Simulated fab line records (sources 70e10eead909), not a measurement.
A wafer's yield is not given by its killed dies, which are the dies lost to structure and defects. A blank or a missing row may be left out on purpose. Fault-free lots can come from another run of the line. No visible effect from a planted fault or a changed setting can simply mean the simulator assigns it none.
Comparing a struck lot with a sound one	flow nand harc	15 out of 1159 route steps
Sound: the wafers L483.3, L483.5, L483.6. Struck: wafer L497.6. (L497.1 of the same lot was not struck and is left out.) The cause comes at the end.
At each step with rows: each side's tool, then ch and its chambers, then its first start. Under that, the readings that differ: sound wafers	struck wafers	difference of the means	sigmas: that difference in standard deviations of wafers without a fault.
alike: readings whose means differ by less than 2 such deviations, and words and numbers that are the same on both sides. not compared: withheld readings, readings that some wafer has no value for, bounds like >300 that may hide the same value, and numbers for which the record gives no deviation and whose values overlap.
The two part at a step that has a row with sigmas, a row that says differs or no value, or rows on one side only. When numbers do not overlap yet have no deviation, they are printed without sigmas and do not part them. A reading that every wafer of one side lacks parts them only if that side has two wafers or more.

NHARC_A_CHANNEL_HOLE_D1_CD_MEAS_30:
  sound on cd sem-01, day 8 20:10; struck on cd sem-03, day 12 19:12
  alike: cd nm
next, for these wafers, 1 step has no rows: NHARC_A_CHANNEL_HOLE_D1_XSEM_31.
NHARC_A_CHANNEL_HOLE_D1_INSPECT_40:
  sound on defect inspect-02, day 8 20:20; struck on defect inspect-02, day 12 19:23
  alike: raw defect count
then, 2 steps without rows for these wafers: NHARC_A_CHANNEL_FILL_D1_PRECLEAN_00 (cleans in SC1); NHARC_A_CHANNEL_FILL_D1_SRD_01.
NHARC_A_CHANNEL_FILL_D1_ALD_02: deposits SiO2, target thk 6 nm, pulse time 10 s, ald cycles 60.
  sound on ald hk-01 ch 0,1, day 9 01:06; struck on ald hk-04 ch 2, day 12 20:07
  alike: heater power w, precursor pulse height rel
NHARC_A_CHANNEL_FILL_D1_ALD_03: deposits SiNx, target thk 6 nm, pulse time 60 s, ald cycles 58.
  sound: ald sin batch-02 ch 0; struck: ald sin batch-02 ch 0
  alike: precursor pulse height rel
then, 1 step without rows for these wafers: NHARC_A_CHANNEL_FILL_D1_ALD_14 (deposits SiO2, target thk 2.5 nm, pulse time 10 s, ald cycles 25).
NHARC_A_CHANNEL_FILL_D1_ALD_15: deposits SiNx, target thk 2 nm, pulse time 60 s, ald cycles 19.
  sound: ald sin batch-02 ch 0; struck: ald sin batch-01 ch 0
  alike: precursor pulse height rel
NHARC_A_CHANNEL_FILL_D1_ALD_16: deposits SiO2, target thk 1.5 nm, pulse time 10 s, ald cycles 15.
  sound on ald hk-02 ch 0,1,3, day 9 13:08; struck on ald hk-02 ch 3, day 13 08:32
  alike: heater power w, precursor pulse height rel
then, 2 steps without rows for these wafers: NHARC_A_CHANNEL_FILL_D1_ANNEAL_17 (time 1800 s); NHARC_A_CHANNEL_FILL_D1_CVD_18 (deposits poly-Si, target thk 3 nm).
NHARC_A_CHANNEL_FILL_D1_ETCHBACK_19: etches the open film in HBr/Cl2, target depth 5 nm, time 1.7 s.
  sound on rie si-05 ch 2,3, day 10 01:08; struck on rie si-05 ch 0, day 13 20:11
reading	sound	struck	difference	sigmas
oes product au (a.u.)	1.009 1.016 1.002	0.765	-0.244	-25
  alike: drypump motor current A, throttle valve pct
  not compared: rf hours counter h
NHARC_A_CHANNEL_FILL_D1_ETCHBACK_20: etches the open film in C4F8/O2/Ar, target depth 27 nm, time 13.5 s.
  sound on rie diel-11 ch 1,2,3, day 10 01:16; struck on rie diel-13 ch 3, day 13 20:18
  alike: oes product au, rf vpp V
  not compared: rf hours counter h
-- break in the record here, with 10 days between the starts of the struck wafers on either side (left off in module A_CHANNEL_FILL_D1, picked up again in module END, where the first step shown is number 1159 on the route) --
NHARC_END_SORT_01:
  at this point the record logs the struck wafers (prober-01 ch 0, day 23 15:01) and has no rows for the sound ones

## WHERE THEY PART
At NHARC_A_CHANNEL_FILL_D1_ETCHBACK_19 first; at NHARC_END_SORT_01 last (within this record only).

WHY: whatever the simulator had introduced
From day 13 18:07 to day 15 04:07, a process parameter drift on rie si-05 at NHARC_A_CHANNEL_FILL_D1_ETCHBACK_19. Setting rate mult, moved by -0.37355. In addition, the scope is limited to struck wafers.
